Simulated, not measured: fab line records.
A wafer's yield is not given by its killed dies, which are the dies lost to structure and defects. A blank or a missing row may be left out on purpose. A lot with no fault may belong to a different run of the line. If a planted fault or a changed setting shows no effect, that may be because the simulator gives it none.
Problem report, 8D (eight disciplines) form, completed by code || flow n5 finfet || the parts of the form that need people (team, actions taken, sign-off) are left out

1. THE PROBLEM
Wafers with no fault read 69.99 W with a standard deviation of 0.23, whereas bias w at N5_PASSIVATION_ETCH_15 reads a mean of 78.21 W on 1 wafer of 1 lot. Relative to the usual mean, that is a shift of +36 standard deviations.
The step: etches SiCN in CF4/N2, target depth 75 nm, time 81.2 s.
Earliest sighting: wafer L656.3 on rie diel-02 at day 14 21:26. The record holds 15 wafers of 5 lots with a number at this step. By rule, "out" or "out of limits" means more than 4 standard deviations away from the usual mean. Any other wafer with a number is counted as sound.

2. WHAT IT IS; WHAT IT IS NOT
{"question": "which readings at this step", "is": "bias w, rf vpp V", "is not": "drypump motor current A, mfc ar sccm, oes product au, showerhead plenum p Torr, throttle valve pct"}
{"question": "which lots", "is": "L656", "is not": "L648, L653, L664, L667"}
{"question": "which wafers of those lots", "is": "L656.3", "is not": "L656.1, L656.4"}
{"question": "read on which tools", "is": "rie diel-02", "is not": "rie diel-03"}
{"question": "when", "is": "from day 14 21:26", "is not": "up to then (8 sound wafers); but 6 sound wafers of L664, L667 came after"}

3. SUSPECTS, AND WHAT RULES EACH OUT
Counting: any tool at a process step up to the reading remains a suspect provided it ran every lot that is out. Sound lots after the first of them don't rule it out here, since some wafers of a struck lot are sound.
- rie diel-02 at N5_PASSIVATION_DESCUM_12 (chemistry O2, time 7.9 s): kept. The lot that is out, L656, ran on it at day 14 21:02; the last sound lot it ran before that was L653, at day 14 06:43.
- rie diel-02 at N5_PASSIVATION_PASS_ETCH_74 (etches SiNx in CF4/O2, target depth 220 nm, time 110 s): kept. The lot that is out, L656, ran on it at day 14 21:06; the last sound lot it ran before that was L653, at day 14 06:46.
- rie diel-02 at N5_PASSIVATION_VIA_ETCH_13 (etches SiO2 in CHF3/O2, target depth 660 nm, time 330 s): kept. The lot that is out, L656, ran on it at day 14 21:12; the last sound lot it ran before that was L653, at day 14 06:52.
- rie diel-02 at N5_PASSIVATION_STRIP_14 (strips in O2): kept. The lot that is out, L656, ran on it at day 14 21:23; the last sound lot it ran before that was L653, at day 14 07:04.
- rie diel-02 at N5_PASSIVATION_ETCH_15 (etches SiCN in CF4/N2, target depth 75 nm, time 81.2 s): kept. The lot that is out, L656, ran on it at day 14 21:26; the last sound lot it ran before that was L653, at day 14 07:06. Its own bias w, rf vpp V readings are out on those wafers.
- rie diel-02, N5_PASSIVATION_DESCUM_12: wafers that are out in chamber 1, sound lot-mates in chambers 2, 3.
- rie diel-02, N5_PASSIVATION_PASS_ETCH_74: wafers that are out in chamber 1, sound lot-mates in chambers 2, 3.
- rie diel-02, N5_PASSIVATION_VIA_ETCH_13: wafers that are out in chamber 1, sound lot-mates in chambers 2, 3.
- rie diel-02, N5_PASSIVATION_STRIP_14: wafers that are out in chamber 1, sound lot-mates in chambers 2, 3.
- rie diel-02, N5_PASSIVATION_ETCH_15: wafers that are out in chamber 1, sound lot-mates in chambers 2, 3.
Left after counting: rie diel-02 at N5_PASSIVATION_DESCUM_12, rie diel-02 at N5_PASSIVATION_PASS_ETCH_74, rie diel-02 at N5_PASSIVATION_VIA_ETCH_13, rie diel-02 at N5_PASSIVATION_STRIP_14, rie diel-02 at N5_PASSIVATION_ETCH_15.

4. THE CAUSE (what the simulator had put in)
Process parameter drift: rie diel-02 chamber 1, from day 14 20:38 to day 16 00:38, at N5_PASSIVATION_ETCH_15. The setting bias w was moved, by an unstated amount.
After counting, 5 suspects remain, this tool included.

5. THE EFFECT CHAIN, in route order
Each row: a reading where the mean over the struck wafers with a number is more than 3 standard deviations away from the usual. Readings are gone through only where the record gives a usual standard deviation; hours: the median, over the lots, of the time from a lot's start at the first step in this table giving one to that lot's start at this step; sigmas: the change measured in usual standard deviations.
{"hours": 0, "step": "N5_PASSIVATION_ETCH_15", "reading": "bias w", "usual": "69.99 W", "on struck wafers": 78.21, "change": "+8.22", "sigmas": "+36"}
{"hours": 0, "step": "N5_PASSIVATION_ETCH_15", "reading": "rf vpp V", "usual": "382.7 V", "on struck wafers": 410.3, "change": "+27.6", "sigmas": "+15"}
The process steps in it:
- N5_PASSIVATION_ETCH_15: etches SiCN in CF4/N2, target depth 75 nm, time 81.2 s.

6. WHAT WOULD HAVE CAUGHT IT SOONER
In this record the first reading out of limits was taken at day 14 21:26, 1 hour after the fault began at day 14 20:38.
